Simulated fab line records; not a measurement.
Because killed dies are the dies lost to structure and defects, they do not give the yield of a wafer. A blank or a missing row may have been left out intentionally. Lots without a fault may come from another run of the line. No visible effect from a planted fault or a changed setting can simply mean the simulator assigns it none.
Matching of chambers    flow nandHarc    4 sister chambers for NHARC_A_CONTACT_ALD_18 on aldMetal-04
The step deposits TiN, target thk 3 nm, pulse time 1 s, ald cycles 150. 4 wafers are shown with their chamber, then 8 later ones without.

## WAFERS WITH THEIR CHAMBER
wafer   chamber  heaterPowerW (W)
L083.6  0        1170
L086.1  3        1281
L086.2  1        880
L089.2  2        1098

## WAFERS WITH NO CHAMBER GIVEN
wafer   heaterPowerW (W)
L089.3  886
L089.5  1237
L090.1  1140
L090.4  1087
L090.5  860
L096.1  1150
L096.5  1273
L096.6  1087

## THE CHAMBER EACH PASSED THROUGH
wafer   from the rows above      in truth
L089.3  1                        1
L089.5  can't be placed: 3 or 0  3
L090.1  can't be placed: 0 or 2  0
L090.4  2                        2
L090.5  1                        1
L096.1  can't be placed: 0 or 2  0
L096.5  3                        3
L096.6  2                        2
Placed correctly: 5 of 8. Not placeable from these rows: 3 (in 3, the candidates include the true chamber). Placed wrongly: 0.
How it was worked out, from the rows above alone: a wafer's distance from a chamber is the root of the sum, over the readings, of the square of ((its reading less the chamber's mean) divided by the reading's scatter). If the next closest chamber is less than 2 further off than the closest, the wafer can't be placed; otherwise it belongs to the closest. The mean given for a chamber averages the wafers shown for that chamber. The scatter: root of mean squared gap, hidden wafer to nearest shown wafer, with one shown wafer a chamber.
